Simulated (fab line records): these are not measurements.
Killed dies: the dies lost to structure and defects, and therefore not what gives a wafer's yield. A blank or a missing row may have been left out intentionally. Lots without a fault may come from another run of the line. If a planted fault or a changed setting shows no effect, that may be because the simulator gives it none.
fab line records ; flow n5Finfet
record: lots: 7; wafers: 39
route steps=1938 shown WELL_APT@31 FIN_SAQP@134 SD_EPI_P@321 GATE_CUT@477 MOL_CONTACT_COAG@542 BEOL_M1@753 BEOL_M2@844 BEOL_M3@1008 BEOL_M5@1181 BEOL_M8@1344 BEOL_M9@1417 BEOL_M12@1639 BEOL_M15@1830
startH: hours from the record's opening day to when the first of the lot's shown wafers began ; waitH: how many hours have passed since the lot's step before this one ; " the same as in the row above ; L1.1+2: several wafers, shown together as one row ; - either no value or no given start ; * or withheld: withheld ; < > ~ a bound
route shown NAME@n: names a module that has steps shown in the file, with the first one's number in the route ; usual: mean and standard deviation over wafers with no fault ; same: alike in all rows ; chamber/n: place in a boat ; sites: per-site readings ; _std_site: standard deviation of those values ; _edge_site: mean of outer sites minus mean of inner sites ; radiusMm: how far each site lies from the wafer's centre ; mask NAME#n: copy n ; behind: the most recent tool/chamber to have shaped the wafer ; hold: reason for holding the lot/hours on hold/outcome of the hold ; device: which transistor (n, p or np) failed to switch ; end of line: at the end of the route, the tests of the same wafers ; a step without rows: its recipe alone ; killed: at the first sort, the dies lost to defects and structure; wafer yield is something else ; map: the dies of a wafer, with x for killed, . for not killed, _ for no die there
set.NAME: the setting as run; set.NAME@STEP: as run at that earlier step ; model.NAME: the simulator's own value behind a step, which no gauge read
one table per step and one row per wafer, for lots whose settings were changed on purpose
== steps ==
step: N5_WELL_APT_DESCUM_13
recipe: chemistry: O2; timeS: 7.9; sourcePowerW: 50; biasPowerW: 20; pressureMtorr: 20; rfFrequencyHz: 2.712e+07; tempC: 40; o2FlowSccm: 225
step: N5_FIN_SAQP_ETCH_69
recipe: chemistry: N2/H2; target: SOC; targetDepthA: 1500; stopOn: SiNx; ionEnergyEv: 100; biasW: 61; pressureMtorr: 30; sourceW: 850; n2FlowSccm: 200; h2FlowSccm: 200
step: N5_SD_EPI_P_EPI_21
recipe: material: SiGe:B; dopant: B; tempC: 550; pressureTorr: 20; ambient: H2; timeS: 355
step: N5_GATE_CUT_HM_DEP_46
recipe: material: SiO2; targetThkA: 1300; tempC: 400; precursor: TEOS/O2; pressureTorr: 6.5; rfW: 900; teosFlowSccm: 161.4; gas: O2; flowSccm: 2650; timeS: 26.6
step: N5_MOL_CONTACT_COAG_PRECLEAN_111
recipe: chemistry: NF3:NH3; afsCycles: 1; tempC: 30; timeS: 20; sublimationTempC: 180; sublimationTimeS: 60; pressureTorr: 3; rfPowerW: 30
step: N5_BEOL_M1_PECVD_72
recipe: material: SiO2; targetThkA: 160; tempC: 400; precursor: TEOS/O2; pressureTorr: 5.5; rfW: 450; teosFlowSccm: 53.8; gas: O2; flowSccm: 3000; timeS: 18
step: N5_BEOL_M2_HM_DEP_02
recipe: material: TiN; targetThkA: 200; tempC: 25; chamberPressurePa: 0.49996
step: N5_BEOL_M3_SPUTTER_94
recipe: material: Cu; targetThkA: 45; tempC: -20; chamberPressurePa: 0.07; powerW: withheld; timeS: 8.29
step: N5_BEOL_M5_SPUTTER_88
recipe: material: Cu; targetThkA: 150; tempC: -20; chamberPressurePa: 0.07; powerW: withheld; timeS: 27.62
step: N5_BEOL_M8_DEVELOP_10
recipe: developTimeS: 30; developer: TMAH; resist: CAR-ArF; rinseLiquid: diw; dry: airSpin; devTempC: 23
step: N5_BEOL_M9_DESCUM_16
recipe: chemistry: O2; timeS: 7.9; sourcePowerW: 50; biasPowerW: 20; pressureMtorr: 20; rfFrequencyHz: 2.712e+07; tempC: 40; resist: CAR-ArF; o2FlowSccm: 225
step: N5_BEOL_M12_TRENCH_ETCH_34
recipe: chemistry: C4F8/O2/Ar; target: SiOC; targetDepthA: 3189.5; maskMaterial: SOC; pressureMtorr: 30; sourceW: 3000; biasW: 700; Ar_flow_sccm: 400; C4F8_flow_sccm: 15; O2_flow_sccm: 8; heInnerTorr: 15; heOuterTorr: 30; timeS: 125.5; ionEnergyEv: 250
step: N5_BEOL_M15_RC_MEAS_101
usual: SERP_M12: 0.635/0.016; SERP_M8: 13.6/0.53
lot.wafer;tool;chamber;startH;waitH;set.timeS@WELL_APT_DESCUM_13;set.targetDepthA@FIN_SAQP_ETCH_69;set.epiGrowthTimeS@SD_EPI_P_EPI_21;set.timeS@GATE_CUT_HM_DEP_46;set.timeS@MOL_CONTACT_COAG_PRECLEAN_111;set.timeS@BEOL_M1_PECVD_72;set.targetThkA@BEOL_M2_HM_DEP_02;set.targetThkA@BEOL_M3_SPUTTER_94;set.timeS@BEOL_M5_SPUTTER_88;set.developTimeS@BEOL_M8_DEVELOP_10;set.timeS@BEOL_M9_DESCUM_16;set.targetDepthA@BEOL_M12_TRENCH_ETCH_34;SERP_M12[ohm/um];SERP_M8[ohm/um]
L079.1;prober-02;0;298.91;0.0;7.9;785.2;493;22.42;20;10.7;200;45;41.75;30;7.9;3189.5;0.637;15.3
L079.2;prober-02;0;298.91;0.0;7.9;1500;355;26.6;20;10.7;268.8;54.78;27.62;12.04;7.9;3189.5;0.657;17.0
L079.3;prober-02;0;298.91;0.0;7.9;785.2;493;26.6;20;18;268.8;45;41.75;12.04;7.9;1523;1.481;16.4
L079.4;prober-02;0;298.91;0.0;7.9;1500;355;22.42;20;10.7;268.8;45;27.62;30;7.9;3189.5;0.615;14.4
L079.5;prober-02;0;298.91;0.0;7.9;1500;493;22.42;20;18;200;54.78;27.62;12.04;7.9;1523;1.369;16.9
L079.6;prober-02;0;298.91;0.0;7.9;785.2;355;26.6;20;18;200;54.78;41.75;30;7.9;1523;1.469;13.3
L084.1;prober-01;0;331.34;0.0;7.9;1033;355;26.6;20;18;200;66.59;27.62;30;7.9;1518;1.372;13.0
L084.2;prober-01;0;331.34;0.0;4.835;1500;355;26.6;31.63;18;200;45;27.62;30;5.607;3189.5;0.643;13.3
L084.3;prober-01;0;331.34;0.0;4.835;1033;355;26.6;31.63;23.32;200;45;27.62;30;5.607;1518;1.438;13.3
L084.4;prober-01;0;331.34;0.0;7.9;1500;506.4;26.6;20;23.32;200;66.59;27.62;30;5.607;3189.5;0.623;12.8
L084.5;prober-01;0;331.34;0.0;7.9;1033;506.4;26.6;31.63;23.32;200;66.59;27.62;30;7.9;3189.5;0.616;13.3
L084.6;prober-01;0;331.34;0.0;4.835;1500;506.4;26.6;20;18;200;45;27.62;30;7.9;1518;1.435;13.5
L090.1;prober-01;0;366.00;0.0;7.9;1500;442.7;40.97;20;18;231.5;45;37.04;15.6;9.234;3189.5;0.647;14.9
L090.2;prober-01;0;366.00;0.0;6.129;1500;442.7;26.6;10.34;7.883;200;45;37.04;15.6;7.9;3189.5;0.646;14.8
L090.3;prober-01;0;366.00;0.0;6.129;1131;355;40.97;10.34;7.883;200;45;27.62;30;9.234;2259;0.946;14.1
L090.4;prober-01;0;366.00;0.0;7.9;1131;442.7;26.6;20;18;200;65.22;27.62;30;7.9;3189.5;0.631;14.4
L090.5;prober-01;0;366.00;0.0;7.9;1131;355;26.6;10.34;18;231.5;65.22;37.04;30;7.9;2259;0.926;13.7
L090.6;prober-01;0;366.00;0.0;6.129;1500;355;40.97;20;7.883;231.5;65.22;27.62;15.6;9.234;2259;0.900;15.1
L091.1;prober-01;0;369.39;0.0;7.9;1500;355;34.6;20;18;200;25.83;36.33;30;7.9;3189.5;0.605;14.5
L091.2;prober-01;0;369.39;0.0;7.9;1500;355;34.6;20;18;280.4;25.83;27.62;30;11.03;3189.5;0.618;14.3
L091.3;prober-01;0;369.39;0.0;11.78;2270;355;26.6;20;18;200;45;27.62;30;7.9;3189.5;0.613;14.2
L091.4;prober-01;0;369.39;0.0;11.78;1500;263.6;26.6;20;18;280.4;45;27.62;30;7.9;3189.5;0.608;14.1
L091.5;prober-01;0;369.39;0.0;11.78;2270;263.6;34.6;20;18;280.4;45;36.33;30;11.03;3189.5;0.616;13.9
L091.6;prober-01;0;369.39;0.0;7.9;2270;263.6;26.6;20;18;200;25.83;36.33;30;11.03;3189.5;0.619;14.1
L093.1;prober-02;0;382.05;0.0;7.9;747.1;229.4;26.6;20;18;269.7;30.81;12.93;30;7.9;3189.5;0.626;13.2
L093.2;prober-02;0;382.05;0.0;12.16;747.1;355;18.99;20;28.46;269.7;30.81;27.62;30;7.9;3189.5;0.628;13.3
L093.3;prober-02;0;382.05;0.0;7.9;1500;355;18.99;20;18;269.7;45;27.62;30;7.9;3189.5;0.657;13.7
L093.4;prober-02;0;382.05;0.0;12.16;1500;229.4;18.99;20;28.46;200;45;12.93;30;7.9;3189.5;0.613;13.2
L093.5;prober-02;0;382.05;0.0;7.9;747.1;229.4;26.6;20;28.46;200;45;27.62;30;7.9;3189.5;0.613;13.2
L093.6;prober-02;0;382.05;0.0;12.16;1500;355;26.6;20;18;200;30.81;12.93;30;7.9;3189.5;0.653;13.2
L094.1;prober-01;0;383.91;0.0;7.9;2229;355;38.61;20;18;200;31.11;36.64;30;7.9;3189.5;0.646;13.9
L094.2;prober-01;0;383.91;0.0;10.68;1500;213.8;26.6;20;28.31;200;45;27.62;30;7.9;4157;0.475;13.7
L094.3;prober-01;0;383.91;0.0;7.9;1500;213.8;26.6;30.24;18;131;31.11;27.62;30;7.9;4157;0.500;13.3
L094.4;prober-01;0;383.91;0.0;10.68;2229;213.8;38.61;30.24;28.31;131;31.11;27.62;30;7.9;3189.5;0.610;13.1
L094.5;prober-01;0;383.91;0.0;10.68;1500;355;38.61;30.24;18;200;45;36.64;30;7.9;4157;0.474;13.4
L094.6;prober-01;0;383.91;0.0;7.9;2229;355;26.6;20;28.31;131;45;36.64;30;7.9;3189.5;0.653;13.6
L092.1;prober-02;0;384.81;0.0;7.9;1500;355;26.6;20;18;200;45;27.62;30;7.9;3189.5;0.610;14.4
L092.3;prober-02;0;384.81;0.0;7.9;1500;355;26.6;20;18;200;45;27.62;30;7.9;3189.5;0.648;13.3
L092.4;prober-02;0;384.81;0.0;7.9;1500;355;26.6;20;18;200;45;27.62;30;7.9;3189.5;0.615;13.7
== key ==
split: step: N5_WELL_APT_DESCUM_13; setting: timeS; statedAs: 7.9
response none clear
split: step: N5_FIN_SAQP_ETCH_69; setting: targetDepthA; statedAs: 1500
response none clear
split: step: N5_SD_EPI_P_EPI_21; setting: epiGrowthTimeS; statedAs: 355
response none clear
split: step: N5_GATE_CUT_HM_DEP_46; setting: timeS; statedAs: 26.6
response none clear
split: step: N5_MOL_CONTACT_COAG_PRECLEAN_111; setting: timeS; statedAs: 20
response none clear
split: step: N5_BEOL_M1_PECVD_72; setting: timeS; statedAs: 18
response none clear
split: step: N5_BEOL_M2_HM_DEP_02; setting: targetThkA; statedAs: 200
response none clear
split: step: N5_BEOL_M3_SPUTTER_94; setting: targetThkA; statedAs: 45
response none clear
split: step: N5_BEOL_M5_SPUTTER_88; setting: timeS; statedAs: 27.62
response none clear
split: step: N5_BEOL_M8_DEVELOP_10; setting: developTimeS; statedAs: 30
response: step: N5_BEOL_M15_RC_MEAS_101; reading: SERP_M8; slope: -0.0292; per: 1%; togetherWith: all; explained: 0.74
split: step: N5_BEOL_M9_DESCUM_16; setting: timeS; statedAs: 7.9
response none clear
split: step: N5_BEOL_M12_TRENCH_ETCH_34; setting: targetDepthA; statedAs: 3189.5
response: step: N5_BEOL_M15_RC_MEAS_101; reading: SERP_M12; slope: -0.0137; per: 1%; togetherWith: all; explained: 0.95
